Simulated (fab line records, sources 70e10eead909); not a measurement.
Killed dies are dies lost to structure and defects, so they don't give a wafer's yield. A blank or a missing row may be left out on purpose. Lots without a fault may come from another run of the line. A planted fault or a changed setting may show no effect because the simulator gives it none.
fab line records | flow nand_harc
record lots=7 wafers=19 last_day=33
route steps=1302 shown A_ONON_D1@424 END@1302
lots that met no fault: from a run of the same line without faults
start_h: hours from the record's first day to the start of the lot's first wafer shown | wait_h: hours since the lot's step before | " the same as in the row above | L1.1+2: a row that stands for several wafers | - no value, or no start given | * or withheld: withheld | < > ~ a bound
route shown NAME@n: a module of which the file shows steps, and the number in the route of the first | usual: mean/standard deviation of fault-free wafers | same: alike in all rows | chamber/n: place in a boat | sites: the reading at each site | _std_site: their standard deviation | _edge_site: outer sites' mean less inner sites' | radius_mm: how far each site lies from the wafer's centre | mask NAME#n: copy n | behind: the tool/chamber that last shaped the wafer | hold: why the lot was held/for how many hours/how that ended | device: the transistor (n, p or np) that didn't switch | end of line: the same wafers' tests at the end of the route | a step without rows: its recipe alone | killed: dies lost to structure and defects at the first sort, not the wafer's yield | map: a wafer's dies, x killed, . not, _ none there
set.NAME: the setting as run; set.NAME@STEP: as run at that earlier step | model.NAME: the simulator's own value behind a step, which no gauge read
lots at some steps of the route; a table a step, a row a wafer
services: from which hour (start_h, from the record's first day; less than 0 if before it) a tool's chamber was out of use, for how many hours, and why
## steps
# step NHARC_A_ONON_D1_DEP_00
# recipe target_thk_a=10000 n2_flow_sccm=2750 n2o_flow_sccm=2000 nh3_flow_sccm=500 sih4_flow_sccm=210 temp_c=400
# step NHARC_A_ONON_D1_THK_MEAS_02
# recipe thk_meas_gauge=ellipsometry
# usual thk_nm=998/8.6
# columns lot.wafer tool chamber start_h wait_h thk_nm
L406.1 film_metro-02 - 190.92 - 1002
L406.2 " - " " 1005
L406.3 " - " " 1003
L409.4 film_metro-02 - 219.81 - 1014
L409.5 " - " " 1015
L409.6 " - " " 1012
L417.5 film_metro-02 - 304.44 - 1000
L417.6 " - " " 1001
L418.1 film_metro-01 - 308.54 - 985
L418.6 " - " " 985
L420.1 film_metro-02 - 326.60 - 995
L420.3 " - " " 994
L420.6 " - " " 994
L424.1 film_metro-01 - 374.74 - 991
L424.3 " - " " 990
L424.6 " - " " 990
L425.2 film_metro-01 - 380.09 - 997
L425.5 " - " " 997
L425.6 " - " " 997
# step NHARC_A_ONON_D1_DEP_03
# recipe target_thk_a=10000 n2_flow_sccm=2750 n2o_flow_sccm=2000 nh3_flow_sccm=500 sih4_flow_sccm=210 temp_c=400
# step NHARC_A_ONON_D1_THK_MEAS_05
# recipe thk_meas_gauge=ellipsometry
# usual thk_nm=998/11
# columns lot.wafer tool chamber start_h wait_h thk_nm
L406.1 film_metro-02 - 191.49 - 990
L406.2 " - " " 988
L406.3 " - " " 990
L409.4 film_metro-02 - 220.38 - 997
L409.5 " - " " 999
L409.6 " - " " 998
L417.5 film_metro-02 - 305.00 - 1000
L417.6 " - " " 999
L418.1 film_metro-01 - 309.11 - 1022
L418.6 " - " " 1021
L420.1 film_metro-02 - 327.16 - 1003
L420.3 " - " " 1002
L420.6 " - " " 1003
L424.1 film_metro-01 - 375.30 - 982
L424.3 " - " " 982
L424.6 " - " " 982
L425.2 film_metro-01 - 380.66 - 994
L425.5 " - " " 994
L425.6 " - " " 994
# step NHARC_A_ONON_D1_DEP_06
# recipe target_thk_a=10000 n2_flow_sccm=2750 n2o_flow_sccm=2000 nh3_flow_sccm=500 sih4_flow_sccm=210 temp_c=400
# step NHARC_A_ONON_D1_THK_MEAS_08
# recipe thk_meas_gauge=ellipsometry
# usual thk_nm=999/9
# columns lot.wafer tool chamber start_h wait_h thk_nm
L406.1 film_metro-02 - 192.06 - 1008
L406.2 " - " " 1010
L406.3 " - " " 1009
L409.4 film_metro-02 - 220.95 - 1003
L409.5 " - " " 1003
L409.6 " - " " 1002
L417.5 film_metro-01 - 305.58 - 1012
L417.6 " - " " 1010
L418.1 film_metro-02 - 309.67 - 994
L418.6 " - " " 996
L420.1 film_metro-02 - 327.73 - 1001
L420.3 " - " " 999
L420.6 " - " " 1003
L424.1 film_metro-01 - 375.87 - 999
L424.3 " - " " 1001
L424.6 " - " " 1001
L425.2 film_metro-01 - 381.22 - 1016
L425.5 " - " " 1014
L425.6 " - " " 1015
# step NHARC_A_ONON_D1_DEP_09
# recipe target_thk_a=10000 n2_flow_sccm=2750 n2o_flow_sccm=2000 nh3_flow_sccm=500 sih4_flow_sccm=210 temp_c=400
# step NHARC_A_ONON_D1_THK_MEAS_11
# recipe thk_meas_gauge=ellipsometry
# usual thk_nm=999/11
# columns lot.wafer tool chamber start_h wait_h thk_nm
L406.1 film_metro-02 - 192.63 - 1004
L406.2 " - " " 1005
L406.3 " - " " 1006
L409.4 film_metro-01 - 221.52 - 997
L409.5 " - " " 998
L409.6 " - " " 999
L417.5 film_metro-02 - 306.14 - 993
L417.6 " - " " 992
L418.1 film_metro-01 - 310.24 - 995
L418.6 " - " " 994
L420.1 film_metro-02 - 328.32 - 999
L420.3 " - " " 999
L420.6 " - " " 1000
L424.1 film_metro-01 - 376.43 - 984
L424.3 " - " " 985
L424.6 " - " " 984
L425.2 film_metro-01 - 381.79 - 1004
L425.5 " - " " 1004
L425.6 " - " " 1003
# step NHARC_A_ONON_D1_DEP_12
# recipe target_thk_a=10000 n2_flow_sccm=2750 n2o_flow_sccm=2000 nh3_flow_sccm=500 sih4_flow_sccm=210 temp_c=400
# step NHARC_A_ONON_D1_THK_MEAS_14
# recipe thk_meas_gauge=ellipsometry
# usual thk_nm=1003/9.6
# columns lot.wafer tool chamber start_h wait_h thk_nm
L406.1 film_metro-01 - 193.19 - 1019
L406.2 " - " " 1017
L406.3 " - " " 1018
L409.4 film_metro-02 - 222.08 - 998
L409.5 " - " " 1001
L409.6 " - " " 1000
L417.5 film_metro-01 - 306.72 - 1003
L417.6 " - " " 1001
L418.1 film_metro-02 - 310.81 - 1001
L418.6 " - " " 1003
L420.1 film_metro-02 - 328.88 - 980
L420.3 " - " " 980
L420.6 " - " " 979
L424.1 film_metro-01 - 377.00 - 1003
L424.3 " - " " 1003
L424.6 " - " " 1003
L425.2 film_metro-01 - 382.36 - 990
L425.5 " - " " 990
L425.6 " - " " 989
# step NHARC_A_ONON_D1_ANNEAL_15
# recipe temp_c=750 time_s=3600
# step NHARC_A_ONON_D1_DEP_16
# recipe target_thk_a=10000 n2_flow_sccm=2750 n2o_flow_sccm=2000 nh3_flow_sccm=500 sih4_flow_sccm=210 temp_c=400
# usual n2_flow_sccm=2751/7.9
# columns lot.wafer tool chamber start_h wait_h n2_flow_sccm
L406.1 pecvd_onon-03 0 200.49 0.1 2761
L406.2 " 0 " " 2756
L406.3 " 0 " " 2762
L409.4 pecvd_onon-02 0 229.33 0.2 2741
L409.5 " 0 " " 2734
L409.6 " 0 " " 2746
L417.5 pecvd_onon-03 0 314.44 0.3 2764
L417.6 " 0 " " 2754
L418.1 pecvd_onon-03 0 319.66 0.1 2741
L418.6 " 0 " " 2765
L420.1 pecvd_onon-03 0 336.17 0.1 2739
L420.3 " 0 " " 2749
L420.6 " 0 " " 2748
L424.1 pecvd_onon-04 0 384.39 0.1 2743
L424.3 " 0 " " 2748
L424.6 " 0 " " 2749
L425.2 pecvd_onon-04 0 391.07 0.1 2755
L425.5 " 0 " " 2760
L425.6 " 0 " " 2767
# step NHARC_A_ONON_D1_THK_MEAS_18
# recipe thk_meas_gauge=ellipsometry
# usual thk_nm=996/14
# columns lot.wafer tool chamber start_h wait_h thk_nm
L406.1 film_metro-01 - 201.00 - 1010
L406.2 " - " " 1010
L406.3 " - " " 1009
L409.4 film_metro-02 - 229.67 - 993
L409.5 " - " " 994
L409.6 " - " " 994
L417.5 film_metro-01 - 314.72 - 1537
L417.6 " - " " 996
L418.1 film_metro-02 - 320.18 - 1531
L418.6 " - " " 988
L420.1 film_metro-01 - 336.69 - 1550
L420.3 " - " " 1007
L420.6 " - " " 1006
L424.1 film_metro-01 - 384.91 - 989
L424.3 " - " " 989
L424.6 " - " " 989
L425.2 film_metro-01 - 391.52 - 999
L425.5 " - " " 996
L425.6 " - " " 997
# step NHARC_A_ONON_D1_DEP_19
# recipe target_thk_a=10000 n2_flow_sccm=2750 n2o_flow_sccm=2000 nh3_flow_sccm=500 sih4_flow_sccm=210 temp_c=400
# step NHARC_END_SORT_01
# recipe temp_c=25
# usual killed_at_array=63/17 killed_at_other=0.8/1.1 killed_at_periphery=3.5/3 killed_dies=67/17 killed_open=3.1/1.6 killed_short=2.6/1.4
# same gross_dies=677
# columns lot.wafer tool chamber start_h wait_h killed_at_array killed_at_other killed_at_periphery killed_dies killed_open killed_short
L418.1 prober-02 0 715.54 2.5 669 4 4 677 4 0
L418.6 prober-02 0 719.51 4.0 45 2 1 48 4 2
L420.1 prober-01 0 732.08 2.5 673 3 1 677 3 5
# killed by level:class
L418.1 A_ONON_D1:area_dep=612 A_CHANNEL_HOLE_D2:chamber_film_flake=24 A_CHANNEL_HOLE_D1:chamber_film_flake=12 A_CONTACT:chamber_film_flake=7 A_SLIT:chamber_film_flake=4 THIN_TSV:chamber_film_flake=4 P_BONDPAD:chamber_film_flake=2 A_CHANNEL_FILL_D2:chamber_film_flake=2
L418.6 A_CHANNEL_HOLE_D2:chamber_film_flake=22 A_CONTACT:chamber_film_flake=7 A_SLIT:chamber_film_flake=4 A_CHANNEL_HOLE_D1:chamber_film_flake=2 A_STAIRCASE:chamber_film_flake=2 THIN_TSV:chamber_film_flake=2 A_ONON_D1:geometric_particle:open=1 A_CHANNEL_FILL_D1:geometric_particle:short=1
L420.1 A_ONON_D1:area_dep=631 A_CHANNEL_HOLE_D1:chamber_film_flake=23 A_CONTACT:chamber_film_flake=6 A_STAIRCASE:chamber_film_flake=4 A_SLIT:chamber_film_flake=3 THIN_TSV:chamber_film_flake=2 P_M2:geometric_particle:short=1 A_CHANNEL_FILL_D1:geometric_particle:short=1
# map L418.1 (x killed, . not)
____________x____________
_________xxxxxxx_________
_______xxxxxxxxxxx_______
______xxxxxxxxxxxxx______
_____xxxxxxxxxxxxxxx_____
____xxxxxxxxxxxxxxxxx____
____xxxxxxxxxxxxxxxxx____
___xxxxxxxxxxxxxxxxxxx___
___xxxxxxxxxxxxxxxxxxx___
__xxxxxxxxxxxxxxxxxxxxx__
__xxxxxxxxxxxxxxxxxxxxx__
_xxxxxxxxxxxxxxxxxxxxxxx_
_xxxxxxxxxxxxxxxxxxxxxxx_
_xxxxxxxxxxxxxxxxxxxxxxx_
_xxxxxxxxxxxxxxxxxxxxxxx_
_xxxxxxxxxxxxxxxxxxxxxxx_
xxxxxxxxxxxxxxxxxxxxxxxxx
xxxxxxxxxxxxxxxxxxxxxxxxx
xxxxxxxxxxxxxxxxxxxxxxxxx
xxxxxxxxxxxxxxxxxxxxxxxxx
xxxxxxxxxxxxxxxxxxxxxxxxx
_xxxxxxxxxxxxxxxxxxxxxxx_
_xxxxxxxxxxxxxxxxxxxxxxx_
_xxxxxxxxxxxxxxxxxxxxxxx_
_xxxxxxxxxxxxxxxxxxxxxxx_
_xxxxxxxxxxxxxxxxxxxxxxx_
__xxxxxxxxxxxxxxxxxxxxx__
__xxxxxxxxxxxxxxxxxxxxx__
___xxxxxxxxxxxxxxxxxxx___
___xxxxxxxxxxxxxxxxxxx___
____xxxxxxxxxxxxxxxxx____
____xxxxxxxxxxxxxxxxx____
_____xxxxxxxxxxxxxxx_____
______xxxxxxxxxxxxx______
_______xxxxxxxxxxx_______
_________xxxxxxx_________
____________x____________
# map L420.1 (x killed, . not)
____________x____________
_________xxxxxxx_________
_______xxxxxxxxxxx_______
______xxxxxxxxxxxxx______
_____xxxxxxxxxxxxxxx_____
____xxxxxxxxxxxxxxxxx____
____xxxxxxxxxxxxxxxxx____
___xxxxxxxxxxxxxxxxxxx___
___xxxxxxxxxxxxxxxxxxx___
__xxxxxxxxxxxxxxxxxxxxx__
__xxxxxxxxxxxxxxxxxxxxx__
_xxxxxxxxxxxxxxxxxxxxxxx_
_xxxxxxxxxxxxxxxxxxxxxxx_
_xxxxxxxxxxxxxxxxxxxxxxx_
_xxxxxxxxxxxxxxxxxxxxxxx_
_xxxxxxxxxxxxxxxxxxxxxxx_
xxxxxxxxxxxxxxxxxxxxxxxxx
xxxxxxxxxxxxxxxxxxxxxxxxx
xxxxxxxxxxxxxxxxxxxxxxxxx
xxxxxxxxxxxxxxxxxxxxxxxxx
xxxxxxxxxxxxxxxxxxxxxxxxx
_xxxxxxxxxxxxxxxxxxxxxxx_
_xxxxxxxxxxxxxxxxxxxxxxx_
_xxxxxxxxxxxxxxxxxxxxxxx_
_xxxxxxxxxxxxxxxxxxxxxxx_
_xxxxxxxxxxxxxxxxxxxxxxx_
__xxxxxxxxxxxxxxxxxxxxx__
__xxxxxxxxxxxxxxxxxxxxx__
___xxxxxxxxxxxxxxxxxxx___
___xxxxxxxxxxxxxxxxxxx___
____xxxxxxxxxxxxxxxxx____
____xxxxxxxxxxxxxxxxx____
_____xxxxxxxxxxxxxxx_____
______xxxxxxxxxxxxx______
_______xxxxxxxxxxx_______
_________xxxxxxx_________
____________x____________
## services
# columns tool chamber start_h hours kind
pecvd_onon-02 - 185.18 13.0 pm
pecvd_onon-04 - 211.70 2.9 repair
pecvd_onon-03 - 218.94 5.7 repair
pecvd_onon-03 - 227.00 13.0 pm
pecvd_onon-04 - 311.28 13.0 pm
pecvd_onon-02 - 366.18 13.0 pm
## key
first_sign step=NHARC_A_ONON_D1_THK_MEAS_18 reading=thk_nm direction=up sigmas=40 usual=996 struck=1539
effect step=NHARC_END_SORT_01 reading=killed_dies direction=up sigmas=35 usual=67 struck=677
more_kills_born_at NHARC_A_ONON_D1_DEP_16@pecvd_onon-03=1243
met_at NHARC_A_ONON_D1_DEP_16
struck_wafers L417.5,L418.1,L420.1
later_rows_left_out L417.5,L418.1,L420.1
sort_left_out L417.5
tester_left_out L417,L418,L420
onset_between 200.49 314.44
fault kind=process_parameter_drift tool=pecvd_onon-03 chamber=- onset_h=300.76 steps=NHARC_A_ONON_D1_DEP_16 channel=target_thk_a offset=* shape=step end_h=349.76 scope=struck_wafers_only acts_in=* stated=*
# tester_left_out: of these lots the tester's yield and bins aren't shown, on N5 and GAA mostly nor the transistor test; their killed dies are dies lost to structure and defects alone, not to doping, threshold or leakage, so they don't give the yield
# sort_left_out: the simulated sort isn't trusted on such a fault, so these wafers' sort isn't shown, and their yield isn't known
# later_rows_left_out: the simulator's readings of these wafers behind a module that went badly wrong aren't trusted and aren't shown, but for the sort
